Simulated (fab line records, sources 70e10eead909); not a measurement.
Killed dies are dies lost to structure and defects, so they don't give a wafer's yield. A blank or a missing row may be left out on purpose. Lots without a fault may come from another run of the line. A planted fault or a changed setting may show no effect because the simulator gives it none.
Which tool did it? | flow nand_harc | 24 lots, 72 wafers sampled, at 6 steps of a route of 1159

WHAT THE GAUGES READ, wafer by wafer
The record holds no reading of a measuring or inspecting step that can be judged against a usual standard deviation.

WHICH TOOL RAN EACH LOT (tool, then ch and the chambers of the sampled wafers, then the start)
lot  | NHARC_A_STAIRCASE_TRIM_16                     | NHARC_A_STAIRCASE_ETCH_23                     | NHARC_A_STAIRCASE_ETCH_25                     | NHARC_A_STAIRCASE_TRIM_187         | NHARC_A_STAIRCASE_ETCH_192     | NHARC_A_STAIRCASE_ETCH_232
L074 | rie_diel-13 ch 1,2,3, day 10 16:21 or earlier | rie_diel-05 ch 1,2,3, day 10 16:21 or earlier | rie_diel-05 ch 0,2,3, day 10 16:21 or earlier | rie_diel-08 ch 0,3, day 10 16:21   | rie_diel-08 ch 0,2,3, no start | rie_diel-05 ch 0,3, no start
L075 | rie_diel-08 ch 1,2,3, day 11 07:31 or earlier | rie_diel-08 ch 0,1,3, day 11 07:31 or earlier | rie_diel-08 ch 0,2,3, day 11 07:31 or earlier | rie_diel-08 ch 0,2,3, day 11 07:31 | rie_diel-08 ch 0,1,2, no start | rie_diel-08 ch 1,2,3, no start
L077 | rie_diel-05 ch 0,1, day 11 13:55 or earlier   | rie_diel-13 ch 0,1, day 11 13:55 or earlier   | rie_diel-13 ch 1,2,3, day 11 13:55 or earlier | rie_diel-13 ch 0,1,3, day 11 13:55 | rie_diel-13 ch 1,2, no start   | rie_diel-08 ch 1,2, no start
L078 | rie_diel-05 ch 0,2,3, day 11 20:52 or earlier | rie_diel-05 ch 1,2, day 11 20:52 or earlier   | rie_diel-05 ch 0,2, day 11 20:52 or earlier   | rie_diel-13 ch 0,2, day 11 20:52   | rie_diel-13 ch 0,1,2, no start | rie_diel-08 ch 0,2, no start
L076 | rie_diel-13 ch 2,3, day 11 23:26 or earlier   | rie_diel-13 ch 0,1,3, day 11 23:26 or earlier | rie_diel-13 ch 0,1,3, day 11 23:26 or earlier | rie_diel-08 ch 1,2,3, day 11 23:26 | rie_diel-08 ch 1,2,3, no start | rie_diel-13 ch 1,2, no start
L079 | rie_diel-05 ch 0,2,3, day 12 00:19 or earlier | rie_diel-05 ch 0,1,3, day 12 00:19 or earlier | rie_diel-05 ch 1,2,3, day 12 00:19 or earlier | rie_diel-05 ch 0,2,3, day 12 00:19 | rie_diel-05 ch 0,2,3, no start | rie_diel-08 ch 1,2,3, no start
L080 | rie_diel-08 ch 0,1, day 13 00:16 or earlier   | rie_diel-08 ch 0,3, day 13 00:16 or earlier   | rie_diel-08 ch 0,1,3, day 13 00:16 or earlier | rie_diel-08 ch 0,1, day 13 00:16   | rie_diel-08 ch 0,2,3, no start | rie_diel-05 ch 1,2,3, no start
L082 | rie_diel-08 ch 1,2, day 13 00:55 or earlier   | rie_diel-13 ch 2,3, day 13 00:55 or earlier   | rie_diel-13 ch 0,2,3, day 13 00:55 or earlier | rie_diel-13 ch 1,2,3, day 13 00:55 | rie_diel-13 ch 1,3, no start   | rie_diel-08 ch 0,2, no start
L081 | rie_diel-13 ch 1,2,3, day 13 01:06 or earlier | rie_diel-08 ch 0,2,3, day 13 01:06 or earlier | rie_diel-08 ch 1,2,3, day 13 01:06 or earlier | rie_diel-05 ch 1,3, day 13 01:06   | rie_diel-05 ch 1,3, no start   | rie_diel-13 ch 0,1,3, no start
L083 | rie_diel-05 ch 1,2,3, day 13 06:58 or earlier | rie_diel-08 ch 0,2,3, day 13 06:58 or earlier | rie_diel-08 ch 0,2,3, day 13 06:58 or earlier | rie_diel-05 ch 2,3, day 13 06:58   | rie_diel-05 ch 0,2,3, no start | rie_diel-05 ch 2,3, no start
L084 | rie_diel-08 ch 1,3, day 13 17:26 or earlier   | rie_diel-13 ch 1,2,3, day 13 17:26 or earlier | rie_diel-13 ch 1,3, day 13 17:26 or earlier   | rie_diel-13 ch 1,3, day 13 17:26   | rie_diel-13 ch 1,2,3, no start | rie_diel-05 ch 0,1,2, no start
L086 | rie_diel-05 ch 0,2,3, day 14 01:47 or earlier | rie_diel-05 ch 0,2,3, day 14 01:47 or earlier | rie_diel-05 ch 0,1,2, day 14 01:47 or earlier | rie_diel-08 ch 1,2, day 14 01:47   | rie_diel-08 ch 1,2, no start   | rie_diel-05 ch 2,3, no start
L085 | rie_diel-13 ch 0,1,2, day 14 02:52 or earlier | rie_diel-08 ch 0,2,3, day 14 02:52 or earlier | rie_diel-08 ch 1,2, day 14 02:52 or earlier   | rie_diel-05 ch 0,1,3, day 14 02:52 | rie_diel-05 ch 0,2,3, no start | rie_diel-08 ch 1,2, no start
L087 | rie_diel-13 ch 0,3, day 14 19:42 or earlier   | rie_diel-13 ch 0,1,3, day 14 19:42 or earlier | rie_diel-13 ch 0,2,3, day 14 19:42 or earlier | rie_diel-05 ch 0,2,3, day 14 19:42 | rie_diel-05 ch 0,3, no start   | rie_diel-08 ch 1,3, no start
L089 | rie_diel-08 ch 0,2, day 14 20:21 or earlier   | rie_diel-13 ch 0,2, day 14 20:21 or earlier   | rie_diel-13 ch 0,2,3, day 14 20:21 or earlier | rie_diel-13 ch 1,2,3, day 14 20:21 | rie_diel-13 ch 0,1,2, no start | rie_diel-08 ch 1,3, no start
L090 | rie_diel-05 ch 0,3, day 15 01:36 or earlier   | rie_diel-08 ch 1,2, day 15 01:36 or earlier   | rie_diel-08 ch 0,2,3, day 15 01:36 or earlier | rie_diel-08 ch 0,1,2, day 15 01:36 | rie_diel-08 ch 0,1, no start   | rie_diel-13 ch 0,1, no start
L091 | rie_diel-13 ch 0,3, day 15 01:50 or earlier   | rie_diel-13 ch 0,3, day 15 01:50 or earlier   | rie_diel-13 ch 0,1,2, day 15 01:50 or earlier | rie_diel-05 ch 0,2, day 15 01:50   | rie_diel-05 ch 1,2,3, no start | rie_diel-08 ch 1,2, no start
L088 | rie_diel-05 ch 0,3, day 15 02:15 or earlier   | rie_diel-05 ch 0,1,3, day 15 02:15 or earlier | rie_diel-05 ch 1,2,3, day 15 02:15 or earlier | rie_diel-13 ch 0,1,3, day 15 02:15 | rie_diel-13 ch 0,1,3, no start | rie_diel-08 ch 2,3, no start
L095 | rie_diel-08 ch 1,2,3, day 15 18:25 or earlier | rie_diel-05 ch 0,1, day 15 18:25 or earlier   | rie_diel-05 ch 0,1, day 15 18:25 or earlier   | rie_diel-13 ch 0,1,3, day 15 18:25 | rie_diel-13 ch 0,1,3, no start | rie_diel-08 ch 2,3, no start
L093 | rie_diel-08 ch 0,1,3, day 15 19:49 or earlier | rie_diel-05 ch 0,2,3, day 15 19:49 or earlier | rie_diel-05 ch 1,2,3, day 15 19:49 or earlier | rie_diel-13 ch 0,1,3, day 15 19:49 | rie_diel-13 ch 0,2,3, no start | rie_diel-08 ch 0,1,3, no start
L092 | rie_diel-08 ch 0,1,2, day 15 22:44 or earlier | rie_diel-05 ch 2,3, day 15 22:44 or earlier   | rie_diel-05 ch 1,2, day 15 22:44 or earlier   | rie_diel-13 ch 0,1,3, day 15 22:44 | rie_diel-13 ch 0,1, no start   | rie_diel-05 ch 0,3, no start
L094 | rie_diel-13 ch 0,1,2, day 15 21:38 or earlier | rie_diel-08 ch 0,2, day 15 21:38 or earlier   | rie_diel-08 ch 1,2,3, day 15 21:38 or earlier | rie_diel-08 ch 1,3, day 15 21:38   | rie_diel-08 ch 0,1,3, no start | rie_diel-08 ch 1,2,3, no start
L096 | rie_diel-08 ch 0,2,3, day 16 10:14 or earlier | rie_diel-13 ch 0,1, day 16 10:14 or earlier   | rie_diel-13 ch 1,3, day 16 10:14 or earlier   | rie_diel-05 ch 2,3, day 16 10:14   | rie_diel-05 ch 1,2,3, no start | rie_diel-08 ch 0,1, no start
L097 | rie_diel-05 ch 0,1,2, day 16 10:28 or earlier | rie_diel-05 ch 0,3, day 16 10:28 or earlier   | rie_diel-05 ch 0,1,2, day 16 10:28 or earlier | rie_diel-05 ch 0,1,2, day 16 10:28 | rie_diel-05 ch 0,2,3, no start | rie_diel-13 ch 0,1, no start
- NHARC_A_STAIRCASE_TRIM_16: chemistry O2, time 211.2 s.
- NHARC_A_STAIRCASE_ETCH_23: etches the open film in C4F8/O2, target depth 100 nm, time 40.5 s.
- NHARC_A_STAIRCASE_ETCH_25: etches the open film in C4F8/O2, target depth 100 nm, time 40.5 s.
- NHARC_A_STAIRCASE_TRIM_187: chemistry O2, time 211.2 s.
- NHARC_A_STAIRCASE_ETCH_192: etches the open film in C4F8/O2, target depth 100 nm, time 40.5 s.
- NHARC_A_STAIRCASE_ETCH_232: etches the open film in C4F8/O2, target depth 100 nm, time 40.5 s.

WHAT THE TOOLS THEMSELVES READ (means of the sampled wafers that have a number; where no wafer has one, the mark that the record gives instead)
NHARC_A_STAIRCASE_TRIM_16.
lot  | tool        | drypump_motor_current_A (A) | oes_product_au (a.u.) | rf_vpp_V (V) | showerhead_plenum_p_Torr (Torr) | throttle_valve_pct (%)
L074 | rie_diel-13 | 6.1                         | 1.004                 | 57.5         | 3.56                            | 17.036
L075 | rie_diel-08 | 5.5                         | 1.001                 | 58.3         | 3.48                            | 17.034
L077 | rie_diel-05 | 6.0                         | 0.998                 | 58.8         | 3.74                            | 17.046
L078 | rie_diel-05 | 6.0                         | 1.005                 | 58.0         | 3.62                            | 17.038
L076 | rie_diel-13 | 6.0                         | 1.002                 | 58.1         | 3.60                            | 17.043
L079 | rie_diel-05 | 6.0                         | 0.998                 | 57.2         | 3.62                            | 17.042
L080 | rie_diel-08 | 5.7                         | 0.999                 | 58.0         | 3.65                            | 17.030
L082 | rie_diel-08 | 5.5                         | 0.987                 | 56.5         | 3.45                            | 17.038
L081 | rie_diel-13 | 6.1                         | 1.007                 | 58.8         | 3.55                            | 17.041
L083 | rie_diel-05 | 5.9                         | 1.001                 | 57.8         | 3.60                            | 17.030
L084 | rie_diel-08 | 5.5                         | 0.999                 | 58.3         | 3.50                            | 17.033
L086 | rie_diel-05 | 6.0                         | 1.004                 | 57.8         | 3.61                            | 17.035
L085 | rie_diel-13 | 6.0                         | 1.002                 | 57.7         | 3.60                            | 17.034
L087 | rie_diel-13 | 6.1                         | 0.997                 | 57.5         | 3.75                            | 17.049
L089 | rie_diel-08 | 5.7                         | 0.994                 | 57.6         | 3.46                            | 17.032
L090 | rie_diel-05 | 6.2                         | 1.007                 | 58.8         | 3.68                            | 17.036
L091 | rie_diel-13 | 6.2                         | 1.001                 | 59.2         | 3.70                            | 17.049
L088 | rie_diel-05 | 6.2                         | 1.003                 | 57.5         | 3.68                            | 17.038
L095 | rie_diel-08 | 5.5                         | 0.984                 | 56.9         | 3.47                            | 17.041
L093 | rie_diel-08 | 5.6                         | 1.000                 | 58.3         | 3.57                            | 17.034
L092 | rie_diel-08 | 5.6                         | 0.986                 | 57.3         | 3.54                            | 17.030
L094 | rie_diel-13 | 5.9                         | 0.996                 | 57.5         | 3.59                            | 17.034
L096 | rie_diel-08 | 5.8                         | 0.995                 | 57.6         | 3.48                            | 17.035
L097 | rie_diel-05 | 5.9                         | 0.997                 | 58.5         | 3.65                            | 17.032

NHARC_A_STAIRCASE_ETCH_23.
lot  | tool        | oes_product_au (a.u.) | rf_vpp_V (V)
L074 | rie_diel-05 | 0.959                 | 899
L075 | rie_diel-08 | 0.944                 | 898
L077 | rie_diel-13 | 0.929                 | 891
L078 | rie_diel-05 | 0.946                 | 901
L076 | rie_diel-13 | 0.938                 | 893
L079 | rie_diel-05 | 0.920                 | 901
L080 | rie_diel-08 | 0.937                 | 899
L082 | rie_diel-13 | 0.958                 | 900
L081 | rie_diel-08 | 0.948                 | 895
L083 | rie_diel-08 | 0.945                 | 896
L084 | rie_diel-13 | 0.949                 | 897
L086 | rie_diel-05 | 0.942                 | 900
L085 | rie_diel-08 | 0.945                 | 894
L087 | rie_diel-13 | 0.940                 | 898
L089 | rie_diel-13 | 0.942                 | 900
L090 | rie_diel-08 | 0.942                 | 896
L091 | rie_diel-13 | 0.939                 | 902
L088 | rie_diel-05 | 0.945                 | 901
L095 | rie_diel-05 | 0.927                 | 903
L093 | rie_diel-05 | 0.931                 | 899
L092 | rie_diel-05 | 0.945                 | 896
L094 | rie_diel-08 | 0.951                 | 893
L096 | rie_diel-13 | 0.946                 | 897
L097 | rie_diel-05 | 0.942                 | 899

NHARC_A_STAIRCASE_ETCH_25.
lot  | tool        | oes_product_au (a.u.) | rf_vpp_V (V)
L074 | rie_diel-05 | 0.957                 | 899
L075 | rie_diel-08 | 0.951                 | 895
L077 | rie_diel-13 | 0.946                 | 897
L078 | rie_diel-05 | 0.946                 | 899
L076 | rie_diel-13 | 0.940                 | 893
L079 | rie_diel-05 | 0.955                 | 899
L080 | rie_diel-08 | 0.940                 | 898
L082 | rie_diel-13 | 0.951                 | 901
L081 | rie_diel-08 | 0.950                 | 894
L083 | rie_diel-08 | 0.940                 | 896
L084 | rie_diel-13 | 0.956                 | 898
L086 | rie_diel-05 | 0.928                 | 901
L085 | rie_diel-08 | 0.938                 | 897
L087 | rie_diel-13 | 0.934                 | 901
L089 | rie_diel-13 | 0.945                 | 901
L090 | rie_diel-08 | 0.948                 | 894
L091 | rie_diel-13 | 0.935                 | 899
L088 | rie_diel-05 | 0.946                 | 898
L095 | rie_diel-05 | 0.922                 | 902
L093 | rie_diel-05 | 0.943                 | 897
L092 | rie_diel-05 | 0.937                 | 898
L094 | rie_diel-08 | 0.945                 | 894
L096 | rie_diel-13 | 0.945                 | 895
L097 | rie_diel-05 | 0.943                 | 901

NHARC_A_STAIRCASE_TRIM_187.
lot  | tool        | drypump_motor_current_A (A) | oes_product_au (a.u.) | rf_vpp_V (V) | showerhead_plenum_p_Torr (Torr) | throttle_valve_pct (%)
L074 | rie_diel-08 | 5.9                         | 1.012                 | 58.8         | 3.60                            | 17.030
L075 | rie_diel-08 | 5.8                         | 1.005                 | 57.8         | 3.50                            | 17.034
L077 | rie_diel-13 | 6.1                         | 0.998                 | 57.1         | 3.46                            | 17.050
L078 | rie_diel-13 | 5.8                         | 0.996                 | 57.5         | 3.47                            | 17.033
L076 | rie_diel-08 | 5.5                         | 0.998                 | 57.6         | 3.48                            | 17.034
L079 | rie_diel-05 | 6.0                         | 0.998                 | 56.8         | 3.62                            | 17.040
L080 | rie_diel-08 | 5.5                         | 0.992                 | 57.4         | 3.63                            | 17.030
L082 | rie_diel-13 | 6.1                         | 0.999                 | 58.1         | 3.55                            | 17.041
L081 | rie_diel-05 | 6.0                         | 0.999                 | 57.1         | 3.66                            | 17.023
L083 | rie_diel-05 | 5.8                         | 1.004                 | 57.3         | 3.55                            | 17.039
L084 | rie_diel-13 | 6.3                         | 1.000                 | 57.8         | 3.58                            | 17.027
L086 | rie_diel-08 | 5.5                         | 0.994                 | 58.0         | 3.45                            | 17.031
L085 | rie_diel-05 | 6.1                         | 0.999                 | 58.4         | 3.67                            | 17.036
L087 | rie_diel-05 | 6.0                         | 1.011                 | 58.2         | 3.61                            | 17.029
L089 | rie_diel-13 | 6.1                         | 1.003                 | 58.1         | 3.54                            | 17.031
L090 | rie_diel-08 | 5.6                         | 0.990                 | 58.1         | 3.54                            | 17.038
L091 | rie_diel-05 | 5.9                         | 0.992                 | 58.1         | 3.67                            | 17.032
L088 | rie_diel-13 | 6.1                         | 1.000                 | 58.3         | 3.62                            | 17.044
L095 | rie_diel-13 | 6.1                         | 0.994                 | 57.3         | 3.62                            | 17.029
L093 | rie_diel-13 | 6.2                         | 0.996                 | 57.4         | 3.62                            | 17.040
L092 | rie_diel-13 | 6.2                         | 0.999                 | 58.0         | 3.62                            | 17.037
L094 | rie_diel-08 | 5.5                         | 1.002                 | 58.3         | 3.49                            | 17.038
L096 | rie_diel-05 | 6.0                         | 0.993                 | 57.4         | 3.54                            | 17.032
L097 | rie_diel-05 | 5.9                         | 1.004                 | 57.4         | 3.65                            | 17.040

NHARC_A_STAIRCASE_ETCH_192.
lot  | tool        | oes_product_au (a.u.) | rf_vpp_V (V)
L074 | rie_diel-08 | 0.941                 | 895
L075 | rie_diel-08 | 0.929                 | 897
L077 | rie_diel-13 | 0.947                 | 894
L078 | rie_diel-13 | 0.940                 | 892
L076 | rie_diel-08 | 0.947                 | 893
L079 | rie_diel-05 | 0.948                 | 898
L080 | rie_diel-08 | 0.938                 | 896
L082 | rie_diel-13 | 0.939                 | 899
L081 | rie_diel-05 | 0.923                 | 899
L083 | rie_diel-05 | 0.918                 | 899
L084 | rie_diel-13 | 0.938                 | 897
L086 | rie_diel-08 | 0.924                 | 896
L085 | rie_diel-05 | 0.951                 | 898
L087 | rie_diel-05 | 0.941                 | 899
L089 | rie_diel-13 | 0.947                 | 898
L090 | rie_diel-08 | 0.932                 | 901
L091 | rie_diel-05 | 0.950                 | 899
L088 | rie_diel-13 | 0.951                 | 900
L095 | rie_diel-13 | 0.940                 | 898
L093 | rie_diel-13 | 0.945                 | 901
L092 | rie_diel-13 | 0.955                 | 897
L094 | rie_diel-08 | 0.920                 | 896
L096 | rie_diel-05 | 0.937                 | 899
L097 | rie_diel-05 | 0.942                 | 898

NHARC_A_STAIRCASE_ETCH_232.
lot  | tool        | oes_product_au (a.u.) | rf_vpp_V (V)
L074 | rie_diel-05 | 0.954                 | 903
L075 | rie_diel-08 | 0.948                 | 894
L077 | rie_diel-08 | 0.942                 | 896
L078 | rie_diel-08 | 0.939                 | 893
L076 | rie_diel-13 | 0.934                 | 895
L079 | rie_diel-08 | 0.937                 | 894
L080 | rie_diel-05 | 0.941                 | 899
L082 | rie_diel-08 | 0.940                 | 897
L081 | rie_diel-13 | 0.939                 | 900
L083 | rie_diel-05 | 0.959                 | 897
L084 | rie_diel-05 | 0.945                 | 900
L086 | rie_diel-05 | 0.952                 | 897
L085 | rie_diel-08 | 0.928                 | 893
L087 | rie_diel-08 | 0.930                 | 894
L089 | rie_diel-08 | 0.926                 | 896
L090 | rie_diel-13 | 0.939                 | 897
L091 | rie_diel-08 | 0.951                 | 892
L088 | rie_diel-08 | 0.939                 | 893
L095 | rie_diel-08 | 0.924                 | 891
L093 | rie_diel-08 | 0.931                 | 897
L092 | rie_diel-05 | 0.942                 | 899
L094 | rie_diel-08 | 0.940                 | 894
L096 | rie_diel-08 | 0.938                 | 900
L097 | rie_diel-13 | 0.950                 | 901

THE ANSWER, worked out from the rows above alone
Rule: what is usual is taken from the lots themselves. Put in order of their means at a reading, lots are off if they are a third of the lots or fewer, leave a main group of 4 or more, and stand apart from it by a gap of 3 or more times the standard deviation of the main group's means; of several such gaps the widest counts. A main group whose means are all the same, to the digits that the tables above print for the reading, isn't used. A lot without any number at a reading at which 4 lots or more have one is off too. The other lots that the step has rows for count as sound. The gauges are gone through in route order, then the tools' own readings, and for those a lot's mean is taken as printed above. The first step at which some lot is off is used, and at that step the reading that is off furthest; a lot without a number counts as furthest.
No lot is off at any reading shown: from this, nothing can be told.

WHAT THE SIMULATOR HAD PUT IN
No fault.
